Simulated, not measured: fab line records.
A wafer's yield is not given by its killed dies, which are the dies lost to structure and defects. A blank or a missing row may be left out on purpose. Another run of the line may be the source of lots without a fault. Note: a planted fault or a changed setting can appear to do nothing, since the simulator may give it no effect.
fab line records    flow n5_finfet
record lots=10  wafers=29  last_day=18
route steps=1938 shown BEOL_M15@1787 PASSIVATION@1936
lots with no fault: from the same line, run without faults
start_h: hours from the record's first day to the start of the lot's first wafer shown    wait_h: hours from the lot's prior step to this one    " same as the row above    L1.1+2: several wafers, shown together as one row    - either no value or no given start    * or withheld: withheld    < > ~ a bound
route shown NAME@n: NAME is a module with steps in the file, n the number in the route of the first one    usual: mean/standard deviation taken from wafers without a fault    same: alike in all rows    chamber/n: place in a boat    sites: per-site readings    _std_site: how widely they spread, as a standard deviation    _edge_site: mean of outer sites minus mean of inner sites    radius_mm: for every site, how far away it sits from the centre of the wafer    mask NAME#n: copy n    behind: the tool/chamber that last shaped the wafer    hold: reason for holding the lot/hours on hold/outcome of the hold    device: which transistor (n, p or np) failed to switch    end of line: at the end of the route, the tests of the same wafers    a step without rows: its recipe alone    killed: at the first sort, the dies lost to defects and structure; wafer yield is something else    map: the dies of a wafer, with x for killed, . for not killed, _ for no die there
set.NAME: the setting as run; set.NAME@STEP: as run at that earlier step    model.NAME: the simulator's own value behind a step, which no gauge read
a sample of lots followed through the steps of the route, with each step as a table and each wafer as a row
services: from which hour (start_h, from the record's first day; less than 0 if before it) a tool's chamber was out of use, for how many hours, and why
## steps
# step N5_BEOL_M15_ETCH_59
# recipe chemistry=N2/H2  target=BARC  target_depth_a=890  overetch_a=267  time_s=67.9  ion_energy_ev=200  pressure_mtorr=30  source_w=840  bias_w=150  n2_flow_sccm=200  h2_flow_sccm=200
# usual drypump_motor_current_A=5.6/0.41  h2_flow_sccm=200.0/0.64  oes_product_au=0.67/0.064  rf_vpp_V=525.6/1.9  showerhead_plenum_p_Torr=2.60/0.057  throttle_valve_pct=17.76/0.2
lot.wafer  tool         chamber  start_h  wait_h  drypump_motor_current_A  h2_flow_sccm  oes_product_au  rf_hours_counter_h  rf_vpp_V  showerhead_plenum_p_Torr  throttle_valve_pct
L470.2     rie_diel-05  0        306.29   0.0     6.0                      198.1         0.72            67                  526.7     2.58                      17.55
L470.3     "            2        "        "       5.2                      200.0         0.72            65                  525.1     2.57                      17.46
L470.4     "            0        "        "       6.0                      199.7         0.71            -                   525.3     2.58                      17.55
L473.1     rie_diel-06  3        328.68   0.0     5.6                      200.5         0.80            11                  525.0     2.59                      17.57
L473.2     "            0        "        "       5.0                      200.3         0.60            213                 525.6     2.63                      17.88
L473.4     "            2        "        "       5.5                      199.5         0.69            95                  525.4     2.57                      17.73
L476.1     rie_diel-01  0        347.09   0.0     6.2                      200.1         0.65            136                 526.2     2.54                      17.61
L476.2     "            1        "        "       6.1                      199.4         0.59            226                 524.7     2.51                      18.17
L476.3     "            3        "        "       5.1                      200.7         0.72            70                  528.0     2.68                      17.79
L475.3     rie_diel-05  0        360.20   0.0     6.0                      200.2         0.71            83                  524.3     2.57                      17.58
L475.4     "            1        "        "       5.5                      199.8         0.60            202                 525.7     2.61                      17.82
L475.5     "            0        "        "       6.0                      200.6         0.71            -                   524.7     2.57                      17.57
L478.2     rie_diel-01  3        380.31   0.0     5.1                      200.4         0.71            78                  529.0     2.68                      17.81
L478.3     "            0        "        "       6.2                      199.5         0.65            145                 523.3     2.53                      17.61
L478.6     "            1        "        "       6.1                      200.0         0.59            -                   523.7     2.51                      18.19
L482.2     rie_diel-06  2        389.98   0.0     5.5                      199.6         0.68            113                 524.9     2.56                      17.76
L482.5     "            1        "        "       5.6                      200.1         0.68            -                   527.9     2.67                      17.75
L482.6     "            0        "        "       5.0                      201.0         0.59            -                   524.4     2.63                      17.92
L483.1     rie_diel-01  1        404.38   0.0     6.0                      199.8         0.59            240                 521.6     2.51                      18.18
L483.2     "            3        "        "       5.2                      200.7         0.71            89                  528.1     2.68                      17.83
L483.3     "            3        "        "       5.1                      200.8         0.70            -                   527.9     2.68                      17.85
L484.4     rie_diel-05  2        404.40   0.0     5.2                      199.4         0.70            95                  525.0     2.56                      17.51
L484.6     "            2        "        "       5.2                      198.7         0.69            -                   525.0     2.56                      17.52
L485.3     rie_diel-06  3        404.82   0.0     5.6                      199.9         0.77            34                  525.3     2.58                      17.60
L485.4     "            0        "        "       5.0                      199.5         0.59            238                 524.4     2.62                      17.95
L485.6     "            3        "        "       5.6                      199.8         0.75            -                   525.4     2.58                      17.61
L486.1     rie_diel-06  3        412.55   0.0     5.6                      200.1         0.75            38                  525.4     2.58                      17.62
L486.2     "            2        "        "       5.5                      200.2         0.67            121                 524.0     2.56                      17.76
L486.6     "            2        "        "       5.5                      199.3         0.67            -                   525.2     2.56                      17.79
# step N5_BEOL_M15_ETCH_57
# recipe chemistry=N2/H2  target=SOC  source_w=3000  bias_w=350  time_s=750  ion_energy_ev=200  pressure_mtorr=30  n2_flow_sccm=200  h2_flow_sccm=200
# usual drypump_motor_current_A=5.5/0.44  h2_flow_sccm=200.0/0.58  oes_product_au=0.81/0.082  rf_vpp_V=525.8/1.8  showerhead_plenum_p_Torr=2.61/0.065  throttle_valve_pct=17.64/0.2
lot.wafer  tool         chamber  start_h  wait_h  drypump_motor_current_A  h2_flow_sccm  oes_product_au  rf_hours_counter_h  rf_vpp_V  showerhead_plenum_p_Torr  throttle_valve_pct
L470.2     rie_diel-01  0        307.12   -       6.2                      200.3         0.78            125                 524.8     2.54                      17.47
L470.3     "            3        "        "       5.1                      201.4         0.87            59                  527.2     2.69                      17.67
L470.4     "            2        "        "       4.9                      200.2         0.91            12                  527.6     2.72                      17.77
L473.1     rie_diel-05  2        329.25   -       5.2                      200.2         0.86            73                  525.4     2.57                      17.38
L473.2     "            1        "        "       5.5                      199.8         0.72            195                 527.3     2.62                      17.69
L473.4     "            3        "        "       5.8                      200.0         1.01            1                   524.9     2.61                      17.36
L476.1     rie_diel-01  2        347.87   -       4.9                      199.6         0.90            23                  529.1     2.72                      17.79
L476.2     "            0        "        "       6.3                      199.2         0.76            136                 524.2     2.54                      17.49
L476.3     "            3        "        "       5.1                      200.0         0.85            70                  527.3     2.68                      17.68
L475.3     rie_diel-05  3        360.88   -       5.8                      199.6         0.94            10                  524.4     2.61                      17.38
L475.4     "            1        "        "       5.5                      200.3         0.72            202                 526.6     2.61                      17.71
L475.5     "            0        "        "       5.9                      200.4         0.84            -                   525.4     2.57                      17.46
L478.2     rie_diel-01  0        380.93   -       6.3                      200.7         0.76            146                 524.7     2.53                      17.51
L478.3     "            3        "        "       5.1                      200.8         0.85            78                  526.9     2.68                      17.70
L478.6     "            2        "        "       4.9                      200.2         0.87            -                   527.5     2.71                      17.79
L482.2     rie_diel-06  2        390.54   -       5.5                      200.3         0.80            113                 524.6     2.56                      17.64
L482.5     "            0        "        "       5.0                      200.2         0.69            -                   526.3     2.62                      17.83
L482.6     "            1        "        "       5.7                      200.0         0.79            -                   526.4     2.67                      17.64
L484.4     rie_diel-05  1        404.97   -       5.5                      199.5         0.70            215                 526.5     2.61                      17.74
L484.6     "            0        "        "       6.0                      200.0         0.81            -                   524.9     2.57                      17.51
L483.1     rie_diel-01  3        405.13   -       5.1                      199.7         0.83            89                  526.7     2.68                      17.74
L483.2     "            1        "        "       6.0                      199.9         0.68            241                 524.7     2.51                      18.09
L483.3     "            3        "        "       5.1                      199.8         0.83            -                   527.7     2.68                      17.74
L485.3     rie_diel-06  1        405.39   -       5.6                      198.7         0.79            113                 526.3     2.66                      17.66
L485.4     "            0        "        "       5.0                      199.7         0.68            238                 525.7     2.62                      17.84
L485.6     "            3        "        "       5.6                      200.1         0.89            -                   525.9     2.58                      17.50
L486.1     rie_diel-05  2        413.15   -       5.2                      199.4         0.81            98                  523.4     2.56                      17.40
L486.2     "            1        "        "       5.5                      199.4         0.70            218                 527.1     2.61                      17.74
L486.6     "            3        "        "       5.7                      199.3         0.92            -                   524.4     2.60                      17.40
# step N5_BEOL_M15_EXPOSE_25
# recipe mask_id=M15  na=0.8  source_shape=annular  sigma_inner=0.5  sigma_outer=0.8  polarization=unpolarized  target_cd_nm=400  dose_mj=35.5
# usual stage_vel_mm_s=499.97/0.26
# same sigma_outer=0.8
lot.wafer  tool            chamber  start_h  wait_h  mask   stage_vel_mm_s
L470.2     krf_scanner-01  0        307.85   -       M15#0  499.85
L470.3     "               0        "        "       M15#0  500.26
L470.4     "               0        "        "       M15#0  500.39
L473.1     krf_scanner-01  0        329.85   -       M15#0  499.87
L473.2     "               0        "        "       M15#0  499.92
L473.4     "               0        "        "       M15#0  499.40
L476.1     krf_scanner-02  0        348.60   -       M15#0  500.16
L476.2     "               0        "        "       M15#0  500.05
L476.3     "               0        "        "       M15#0  499.76
L475.3     krf_scanner-01  0        361.62   -       M15#0  500.02
L475.4     "               0        "        "       M15#0  500.11
L475.5     "               0        "        "       M15#0  500.17
L478.2     krf_scanner-02  0        381.67   -       M15#0  500.20
L478.3     "               0        "        "       M15#0  500.21
L478.6     "               0        "        "       M15#0  500.57
L482.2     krf_scanner-02  0        391.15   -       M15#0  500.21
L482.5     "               0        "        "       M15#0  499.80
L482.6     "               0        "        "       M15#0  499.83
L484.4     krf_scanner-02  0        405.71   -       M15#0  500.23
L484.6     "               0        "        "       M15#0  500.03
L483.1     krf_scanner-02  0        405.97   -       M15#0  500.25
L483.2     "               0        "        "       M15#0  500.32
L483.3     "               0        "        "       M15#0  499.87
L485.3     krf_scanner-02  0        406.02   -       M15#0  499.69
L485.4     "               0        "        "       M15#0  499.80
L485.6     "               0        "        "       M15#0  499.53
L486.1     krf_scanner-02  0        413.75   -       M15#0  499.73
L486.2     "               0        "        "       M15#0  500.03
L486.6     "               0        "        "       M15#0  500.01
# step N5_BEOL_M15_OVL_MEAS_29
# recipe points_per_wafer=44
# usual M15_OVL=-3/4.8
lot.wafer  tool        chamber  start_h  wait_h  M15_OVL[nm]
L470.2     overlay-02  0        308.05   0.0     3
L470.3     "           0        "        "       -3
L470.4     "           0        "        "       0
L473.1     overlay-01  0        330.05   0.0     94
L473.2     "           0        "        "       95
L473.4     "           0        "        "       101
L476.1     overlay-02  0        348.80   0.0     -5
L476.2     "           0        "        "       -14
L476.3     "           0        "        "       -5
L475.3     overlay-01  0        361.81   0.0     100
L475.4     "           0        "        "       97
L475.5     "           0        "        "       96
L478.2     overlay-02  0        381.86   0.0     -5
L478.3     "           0        "        "       -16
L478.6     "           0        "        "       3
L482.2     overlay-02  0        391.34   0.0     -3
L482.5     "           0        "        "       -2
L482.6     "           0        "        "       -7
L484.4     overlay-01  0        405.90   0.0     -2
L484.6     "           0        "        "       -13
L483.1     overlay-01  0        406.17   0.0     -4
L483.2     "           0        "        "       3
L483.3     "           0        "        "       -8
L485.3     overlay-02  0        406.21   0.0     0
L485.4     "           0        "        "       -9
L485.6     "           0        "        "       -13
L486.1     overlay-02  0        413.95   0.0     -1
L486.2     "           0        "        "       -5
L486.6     "           0        "        "       -3
# step N5_BEOL_M15_DESCUM_33
# recipe chemistry=O2  time_s=7.9  source_power_w=50  bias_power_w=20  pressure_mtorr=20  rf_frequency_hz=2.712e+07  temp_c=40  o2_flow_sccm=225
# usual drypump_motor_current_A=5.5/0.36  oes_product_au=0.81/0.079  rf_vpp_V=244.0/1.1  showerhead_plenum_p_Torr=2.14/0.039  throttle_valve_pct=20.25/0.19
lot.wafer  tool         chamber  start_h  wait_h  drypump_motor_current_A  oes_product_au  rf_hours_counter_h  rf_vpp_V  showerhead_plenum_p_Torr  throttle_valve_pct
L470.2     rie_diel-05  2        308.11   0.0     5.2                      0.86            67                  242.5     2.13                      20.12
L470.3     "            1        "        "       5.5                      0.72            188                 245.1     2.17                      20.54
L470.4     "            2        "        "       5.2                      0.86            -                   242.8     2.13                      20.12
L473.1     rie_diel-01  1        330.11   0.0     6.0                      0.69            221                 243.5     2.07                      20.68
L473.2     "            3        "        "       5.1                      0.86            65                  244.6     2.22                      20.41
L473.4     "            2        "        "       4.9                      0.91            18                  245.2     2.21                      20.22
L476.1     rie_diel-06  2        348.86   0.0     5.5                      0.80            100                 241.4     2.09                      20.16
L476.2     "            3        "        "       5.6                      0.93            17                  241.9     2.13                      20.29
L476.3     "            0        "        "       5.0                      0.69            219                 243.3     2.15                      20.33
L475.3     rie_diel-05  1        362.06   0.2     5.5                      0.71            203                 245.4     2.17                      20.58
L475.4     "            2        "        "       5.2                      0.84            82                  245.6     2.12                      20.16
L475.5     "            0        "        "       6.0                      0.82            -                   242.3     2.12                      20.18
L478.2     rie_diel-01  2        381.92   0.0     4.9                      0.89            33                  246.0     2.21                      20.26
L478.3     "            0        "        "       6.2                      0.75            146                 243.6     2.10                      20.22
L478.6     "            0        "        "       6.2                      0.75            -                   243.6     2.10                      20.21
L482.2     rie_diel-06  0        391.65   0.3     5.0                      0.69            233                 242.3     2.14                      20.35
L482.5     "            1        "        "       5.7                      0.79            -                   243.8     2.17                      20.13
L482.6     "            2        "        "       5.5                      0.80            -                   242.6     2.09                      20.18
L484.4     rie_diel-01  1        405.97   0.0     6.1                      0.69            -                   242.1     2.07                      20.71
L484.6     "            3        "        "       5.1                      0.84            -                   245.3     2.21                      20.44
L483.1     rie_diel-06  2        406.23   0.0     5.5                      0.79            118                 243.7     2.09                      20.20
L483.2     "            3        "        "       5.6                      0.89            35                  243.5     2.13                      20.32
L483.3     "            1        "        "       5.6                      0.79            113                 243.6     2.17                      20.13
L485.3     rie_diel-05  3        406.27   0.0     5.8                      0.92            26                  244.1     2.13                      19.93
L485.4     "            1        "        "       5.5                      0.70            216                 244.6     2.16                      20.58
L485.6     "            1        "        "       5.5                      0.70            -                   245.0     2.16                      20.60
L486.1     rie_diel-06  0        414.01   0.0     5.0                      0.69            242                 243.5     2.14                      20.34
L486.2     "            2        "        "       5.5                      0.79            121                 243.4     2.08                      20.19
L486.6     "            3        "        "       5.6                      0.89            -                   244.2     2.13                      20.33
# step N5_PASSIVATION_PROBE_49
# usual defect_limited_yield=91.2/1.4  killed_at_M0_to_M3=34/11  killed_at_M4_up=14/6.3  killed_at_contacts=13/7.4  killed_at_front_end=38/11  killed_at_other=4.3/2.9  killed_dies=103/17  killed_open=68/12  killed_short=34/8  sort_bin_4_leakage=0.00/0.027  sort_bin_5_function=5.1/0.9  sort_bin_6_memory=3.3/0.66  sort_n_pass=1077/17  sort_yield_pct=91.2/1.4
# same gross_dies=1180  killed_at_back_side=0  sort_bin_8_speed[%]=0
lot.wafer  tool       chamber  start_h  wait_h  defect_limited_yield[%]  killed_at_M0_to_M3  killed_at_M4_up  killed_at_contacts  killed_at_front_end  killed_at_other  killed_dies  killed_open  killed_short  sort_bin_4_leakage[%]  sort_bin_5_function[%]  sort_bin_6_memory[%]  sort_n_pass  sort_yield_pct[%]
L470.2     prober-01  -        328.24   0.1     89.9                     20                  16               40                  32                   11               119          83           36            0                      5.8                     3.9                   1061         89.9
L470.3     prober-01  -        328.29   0.1     90.9                     15                  11               22                  57                   2                107          72           35            0                      5.4                     3.4                   1073         90.9
L470.4     prober-01  -        328.34   0.2     91.8                     19                  11               25                  38                   4                97           69           28            0                      4.2                     3.8                   1083         91.8
L473.1     prober-02  -        345.96   0.0     91.7                     35                  18               5                   36                   4                98           67           29            0                      4.6                     3.5                   1082         91.7
L473.2     prober-02  -        346.01   0.1     91.2                     47                  8                15                  32                   2                104          68           35            0                      4.6                     3.8                   1076         91.2
L473.4     prober-02  -        346.11   0.2     90.3                     45                  12               10                  42                   5                114          71           41            0                      5.4                     4.0                   1066         90.3
L476.1     prober-01  -        369.49   0.0     91.7                     30                  12               18                  37                   1                98           67           31            0                      4.4                     3.6                   1082         91.7
L476.2     prober-01  -        369.54   0.1     93.2                     35                  11               14                  18                   2                80           51           29            0                      4.2                     2.5                   1100         93.2
L476.3     prober-01  -        369.59   0.1     91.0                     33                  9                15                  47                   2                106          72           33            0                      5.8                     3.1                   1074         91.0
L475.3     prober-01  -        384.41   0.1     89.8                     56                  19               19                  23                   3                120          72           42            0.25                   5.4                     4.6                   1057         89.6
L475.4     prober-01  -        384.46   0.2     91.4                     28                  11               22                  25                   16               102          65           30            0                      5.3                     3.0                   1078         91.4
L475.5     prober-01  -        384.51   0.2     90.8                     44                  7                17                  32                   8                108          72           34            0                      4.9                     4.0                   1072         90.8
L478.2     prober-01  -        398.28   0.1     90.0                     42                  17               29                  28                   2                118          86           32            0                      5.2                     4.5                   1062         90.0
L478.3     prober-01  -        398.33   0.1     91.3                     41                  5                35                  19                   3                103          72           31            0                      5.4                     3.1                   1077         91.3
L478.6     prober-01  -        398.48   0.3     90.7                     45                  22               21                  19                   3                110          86           24            0                      6.1                     2.9                   1070         90.7
L482.2     prober-01  -        415.57   0.1     90.8                     43                  13               10                  36                   6                108          68           36            0                      4.8                     4.2                   1072         90.8
L482.5     prober-01  -        415.72   0.2     90.1                     42                  11               14                  49                   1                117          77           39            0                      5.8                     3.7                   1063         90.1
L482.6     prober-01  -        415.77   0.3     90.1                     47                  11               9                   46                   4                117          71           42            0                      5.6                     3.8                   1063         90.1
L484.4     prober-01  -        424.26   0.2     88.8                     47                  27               10                  44                   4                132          95           37            0                      6.9                     3.8                   1048         88.8
L484.6     prober-01  -        424.36   0.3     86.7                     62                  18               5                   69                   3                157          103          54            0                      8.3                     4.6                   1023         86.7
L483.1     prober-01  -        424.41   0.0     90.8                     18                  26               7                   52                   5                108          77           30            0                      4.5                     4.2                   1072         90.8
L483.2     prober-01  -        424.46   0.1     91.0                     26                  16               9                   48                   7                106          64           29            0                      5.3                     3.0                   1074         91.0
L483.3     prober-01  -        424.51   0.1     92.6                     21                  14               17                  34                   1                87           67           18            0                      4.7                     2.3                   1093         92.6
L485.3     prober-02  -        430.55   0.1     90.8                     49                  18               2                   38                   2                109          72           37            0                      5.6                     3.3                   1071         90.8
L485.4     prober-02  -        430.60   0.2     90.9                     52                  12               13                  28                   2                107          72           35            0                      5.7                     3.3                   1073         90.9
L485.6     prober-02  -        430.70   0.3     89.5                     56                  13               6                   46                   3                124          89           35            0                      5.6                     4.4                   1056         89.5
L486.1     prober-01  -        436.90   0.0     89.6                     42                  26               11                  43                   1                123          77           44            0                      5.8                     4.4                   1057         89.6
L486.2     prober-01  -        436.95   0.1     92.5                     29                  17               19                  23                   1                89           63           26            0                      4.7                     2.5                   1091         92.5
L486.6     prober-01  -        437.15   0.3     92.1                     41                  12               13                  24                   3                93           54           37            0                      4.6                     2.7                   1087         92.1
# killed by level:class
L470.2 MOL_CONTACT_COAG:geometric_particle:open=35 BEOL_M4:geometric_particle:open=7 GATE_CUT:geometric_particle:short=6 BEOL_M0_SAQP:geometric_particle:short=6 PASS1_CAP:geometric_particle:open=5 STI_FIN_REVEAL:geometric_particle:open=5 DUMMY_GATE:geometric_particle:open=5 MOL_CONTACT_COAG:geometric_particle:short=5
L470.3 MOL_CONTACT_COAG:geometric_particle:open=17 FIN_SAQP:geometric_particle:open=13 FIN_SAQP:geometric_particle:short=12 STI_FIN_REVEAL:geometric_particle:open=8 MOL_CONTACT_COAG:geometric_particle:short=5 BEOL_M2:geometric_particle:open=5 SPACER0:geometric_particle:open=4 GATE_CUT:geometric_particle:open=4
L470.4 MOL_CONTACT_COAG:geometric_particle:open=22 STI_FIN_REVEAL:geometric_particle:open=9 GATE_CUT:geometric_particle:short=7 FIN_SAQP:geometric_particle:open=5 BEOL_M2:geometric_particle:open=4 BEOL_M3:geometric_particle:open=4 BEOL_M5:geometric_particle:open=4 FIN_SAQP:geometric_particle:short=3
L473.1 FIN_SAQP:geometric_particle:open=13 BEOL_M0_SAQP:geometric_particle:open=9 BEOL_M0_SAQP:geometric_particle:short=9 STI_FIN_REVEAL:geometric_particle:open=5 BEOL_M1:geometric_particle:open=5 BEOL_M2:geometric_particle:open=5 BEOL_M3:geometric_particle:open=5 BEOL_M5:geometric_particle:open=5
L473.2 BEOL_M0_SAQP:geometric_particle:open=19 MOL_CONTACT_COAG:geometric_particle:open=13 BEOL_M0_SAQP:geometric_particle:short=10 BEOL_M2:geometric_particle:open=9 FIN_SAQP:geometric_particle:open=8 STI_FIN_REVEAL:geometric_particle:open=8 FIN_SAQP:geometric_particle:short=5 BEOL_M2:geometric_particle:short=5
L473.4 FIN_SAQP:geometric_particle:open=15 FIN_SAQP:geometric_particle:short=12 BEOL_M2:geometric_particle:open=11 MOL_CONTACT_COAG:geometric_particle:open=9 BEOL_M0_SAQP:geometric_particle:open=8 BEOL_M0_SAQP:geometric_particle:short=8 BEOL_M2:geometric_particle:short=8 BEOL_M4:geometric_particle:open=4
L476.1 STI_FIN_REVEAL:geometric_particle:open=15 MOL_CONTACT_COAG:geometric_particle:open=13 FIN_SAQP:geometric_particle:open=9 BEOL_M0_SAQP:geometric_particle:short=8 BEOL_M2:geometric_particle:open=8 BEOL_M0_SAQP:geometric_particle:open=7 MOL_CONTACT_COAG:geometric_particle:short=5 STI_FIN_REVEAL:geometric_particle:short=4
L476.2 BEOL_M0_SAQP:geometric_particle:open=12 MOL_CONTACT_COAG:geometric_particle:open=11 BEOL_M0_SAQP:geometric_particle:short=10 FIN_SAQP:geometric_particle:open=8 BEOL_M2:geometric_particle:open=6 FIN_SAQP:geometric_particle:short=3 MOL_CONTACT_COAG:geometric_particle:short=3 BEOL_M1:geometric_particle:short=3
L476.3 FIN_SAQP:geometric_particle:open=15 MOL_CONTACT_COAG:geometric_particle:open=14 BEOL_M0_SAQP:geometric_particle:short=8 STI_FIN_REVEAL:geometric_particle:open=7 BEOL_M0_SAQP:geometric_particle:open=7 FIN_SAQP:geometric_particle:short=6 BEOL_M1:geometric_particle:open=6 BEOL_M2:geometric_particle:open=4
L475.3 MOL_CONTACT_COAG:geometric_particle:open=16 BEOL_M0_SAQP:geometric_particle:open=15 BEOL_M0_SAQP:geometric_particle:short=12 BEOL_M1:geometric_particle:open=7 BEOL_M3:geometric_particle:open=7 BEOL_M3:geometric_particle:short=6 BEOL_M4:geometric_particle:open=6 BEOL_M5:geometric_particle:open=5
L475.4 MOL_CONTACT_COAG:geometric_particle:open=20 BEOL_M1:geometric_particle:open=7 BEOL_M0_SAQP:geometric_particle:short=6 BEOL_M0_SAQP:geometric_particle:open=6 PASS1_CAP:geometric_particle:open=6 FIN_SAQP:geometric_particle:short=5 FIN_SAQP:geometric_particle:open=4 BEOL_M3:geometric_particle:open=4
L475.5 FIN_SAQP:geometric_particle:open=15 MOL_CONTACT_COAG:geometric_particle:open=13 BEOL_M1:geometric_particle:open=11 BEOL_M1:geometric_particle:short=7 BEOL_M0_SAQP:geometric_particle:open=6 BEOL_M2:geometric_particle:open=6 FIN_SAQP:geometric_particle:short=5 BEOL_M0_SAQP:geometric_particle:short=5
L478.2 MOL_CONTACT_COAG:geometric_particle:open=25 BEOL_M0_SAQP:geometric_particle:open=11 FIN_SAQP:geometric_particle:open=8 BEOL_M3:geometric_particle:open=8 BEOL_M4:geometric_particle:open=8 BEOL_M0_SAQP:geometric_particle:short=7 BEOL_M2:geometric_particle:open=5 FIN_SAQP:geometric_particle:short=4
L478.3 MOL_CONTACT_COAG:geometric_particle:open=27 BEOL_M0_SAQP:geometric_particle:open=11 BEOL_M3:geometric_particle:open=11 MOL_CONTACT_COAG:geometric_particle:short=8 GATE_CUT:geometric_particle:short=7 BEOL_M2:geometric_particle:open=6 BEOL_M0_SAQP:geometric_particle:short=5 BEOL_M2:geometric_particle:short=4
L478.6 MOL_CONTACT_COAG:geometric_particle:open=16 BEOL_M3:geometric_particle:open=13 BEOL_M4:geometric_particle:open=12 BEOL_M2:geometric_particle:open=12 BEOL_M0_SAQP:geometric_particle:open=7 MOL_CONTACT_COAG:geometric_particle:short=5 BEOL_M0_SAQP:geometric_particle:short=5 DUMMY_GATE:geometric_particle:open=4
L482.2 BEOL_M1:geometric_particle:open=10 BEOL_M0_SAQP:geometric_particle:open=8 FIN_SAQP:geometric_particle:short=7 FIN_SAQP:geometric_particle:open=7 BEOL_M0_SAQP:geometric_particle:short=7 BEOL_M2:geometric_particle:open=7 DUMMY_GATE:geometric_particle:open=6 BEOL_M3:geometric_particle:open=6
L482.5 BEOL_M0_SAQP:geometric_particle:open=14 STI_FIN_REVEAL:geometric_particle:open=12 BEOL_M0_SAQP:geometric_particle:short=10 BEOL_M1:geometric_particle:open=10 FIN_SAQP:geometric_particle:open=9 MOL_CONTACT_COAG:geometric_particle:open=8 FIN_SAQP:geometric_particle:short=6 MOL_CONTACT_COAG:geometric_particle:short=6
L482.6 FIN_SAQP:geometric_particle:open=12 BEOL_M0_SAQP:geometric_particle:short=11 FIN_SAQP:geometric_particle:short=10 BEOL_M0_SAQP:geometric_particle:open=10 BEOL_M2:geometric_particle:open=10 MOL_CONTACT_COAG:geometric_particle:open=6 BEOL_M1:geometric_particle:open=6 STI_FIN_REVEAL:geometric_particle:open=5
L484.4 BEOL_M4:geometric_particle:open=16 BEOL_M1:geometric_particle:open=11 BEOL_M3:geometric_particle:open=11 FIN_SAQP:geometric_particle:short=9 STI_FIN_REVEAL:geometric_particle:open=9 MOL_CONTACT_COAG:geometric_particle:open=9 FIN_SAQP:geometric_particle:open=8 BEOL_M0_SAQP:geometric_particle:open=6
L484.6 STI_FIN_REVEAL:geometric_particle:open=17 BEOL_M1:geometric_particle:open=17 FIN_SAQP:geometric_particle:open=15 BEOL_M3:geometric_particle:open=15 FIN_SAQP:geometric_particle:short=11 BEOL_M4:geometric_particle:open=8 BEOL_M0_SAQP:geometric_particle:short=6 BEOL_M0_SAQP:geometric_particle:open=6
L483.1 BEOL_M4:geometric_particle:open=17 STI_FIN_REVEAL:geometric_particle:open=12 FIN_SAQP:geometric_particle:open=10 FIN_SAQP:geometric_particle:short=9 BEOL_M3:geometric_particle:open=9 MOL_CONTACT_COAG:geometric_particle:open=6 STARTING-WAFER:geometric_particle:open=4 STI_FIN_REVEAL:geometric_particle:short=3
L483.2 MOL_CONTACT_COAG:geometric_particle:open=8 BEOL_M4:geometric_particle:open=8 HKMG_FIN:area_etch=8 BEOL_M2:geometric_particle:open=6 DUMMY_GATE:geometric_particle:open=5 GATE_CUT:geometric_particle:short=5 GATE_CUT:geometric_particle:open=5 BEOL_M0_SAQP:geometric_particle:short=5
L483.3 MOL_CONTACT_COAG:geometric_particle:open=14 BEOL_M3:geometric_particle:open=12 FIN_SAQP:geometric_particle:open=10 BEOL_M4:geometric_particle:open=7 STI_FIN_REVEAL:geometric_particle:open=6 BEOL_M2:geometric_particle:open=5 GATE_CUT:geometric_particle:open=4 DUMMY_GATE:geometric_particle:open=3
L485.3 BEOL_M0_SAQP:geometric_particle:short=15 BEOL_M4:geometric_particle:open=13 BEOL_M1:geometric_particle:open=11 BEOL_M3:geometric_particle:open=9 STI_FIN_REVEAL:geometric_particle:open=8 FIN_SAQP:geometric_particle:open=7 FIN_SAQP:geometric_particle:short=5 STI_FIN_REVEAL:geometric_particle:short=4
L485.4 BEOL_M0_SAQP:geometric_particle:short=14 MOL_CONTACT_COAG:geometric_particle:open=12 BEOL_M3:geometric_particle:open=12 BEOL_M1:geometric_particle:open=9 FIN_SAQP:geometric_particle:short=7 BEOL_M0_SAQP:geometric_particle:open=7 BEOL_M4:geometric_particle:open=7 BEOL_M2:geometric_particle:open=5
L485.6 BEOL_M0_SAQP:geometric_particle:short=17 BEOL_M0_SAQP:geometric_particle:open=16 STI_FIN_REVEAL:geometric_particle:open=15 FIN_SAQP:geometric_particle:open=14 BEOL_M4:geometric_particle:open=11 BEOL_M2:geometric_particle:open=10 MOL_CONTACT_COAG:geometric_particle:open=6 BEOL_M1:geometric_particle:open=5
L486.1 BEOL_M4:geometric_particle:open=17 FIN_SAQP:geometric_particle:short=16 BEOL_M0_SAQP:geometric_particle:short=14 BEOL_M3:geometric_particle:open=12 MOL_CONTACT_COAG:geometric_particle:open=10 FIN_SAQP:geometric_particle:open=9 BEOL_M0_SAQP:geometric_particle:open=7 STI_FIN_REVEAL:geometric_particle:open=5
L486.2 MOL_CONTACT_COAG:geometric_particle:open=13 FIN_SAQP:geometric_particle:short=11 BEOL_M2:geometric_particle:open=10 BEOL_M4:geometric_particle:open=9 BEOL_M0_SAQP:geometric_particle:open=7 MOL_CONTACT_COAG:geometric_particle:short=6 BEOL_M3:geometric_particle:open=5 BEOL_M0_SAQP:geometric_particle:short=4
L486.6 BEOL_M0_SAQP:geometric_particle:short=11 MOL_CONTACT_COAG:geometric_particle:open=10 BEOL_M0_SAQP:geometric_particle:open=10 BEOL_M3:geometric_particle:open=9 STI_FIN_REVEAL:geometric_particle:open=7 BEOL_M3:geometric_particle:short=5 FIN_SAQP:geometric_particle:open=4 BEOL_M4:geometric_particle:short=4
## services
tool            chamber  start_h  hours  kind
krf_scanner-01  -        283.69   1.0    pm
krf_scanner-01  -        285.75   1.3    pm
krf_scanner-01  0        289.43   -      calibration
rie_diel-01     -        301.89   2.8    pm
rie_diel-05     3        305.46   -      clean
rie_diel-05     3        305.46   -      consumable_replace:focus_ring
rie_diel-05     3        305.46   16.4   scheduled_down
rie_diel-05     3        305.46   16.4   vent_cycle
rie_diel-06     -        310.58   0.7    repair
krf_scanner-01  -        313.42   0.8    pm
krf_scanner-02  -        321.72   0.8    pm
krf_scanner-02  -        352.61   1.0    pm
rie_diel-01     -        359.08   7.3    repair
krf_scanner-02  0        365.81   -      calibration
rie_diel-06     0        372.61   3.2    repair
rie_diel-01     1        384.05   14.0   repair
rie_diel-01     0        391.46   5.0    repair
krf_scanner-01  -        400.21   4.0    pm
rie_diel-01     0        400.67   19.1   repair
krf_scanner-01  -        404.23   3.6    pm
rie_diel-06     1        412.79   12.0   repair
## key
first_sign step=N5_BEOL_M15_OVL_MEAS_29  reading=M15_OVL  direction=up  sigmas=21  usual=-3  struck=97
effect none on later readings
met_at N5_BEOL_M15_EXPOSE_25
struck_lots L473,L475
not_acting_at N5_BEOL_M15_ETCH_59,N5_BEOL_M15_ETCH_57,N5_BEOL_M15_DESCUM_33
onset_between 307.85 329.85
fault kind=scanner_matching_overlay  tool=krf_scanner-01  chamber=-  onset_h=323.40  steps=N5_BEOL_M15_EXPOSE_25  offset=96.544
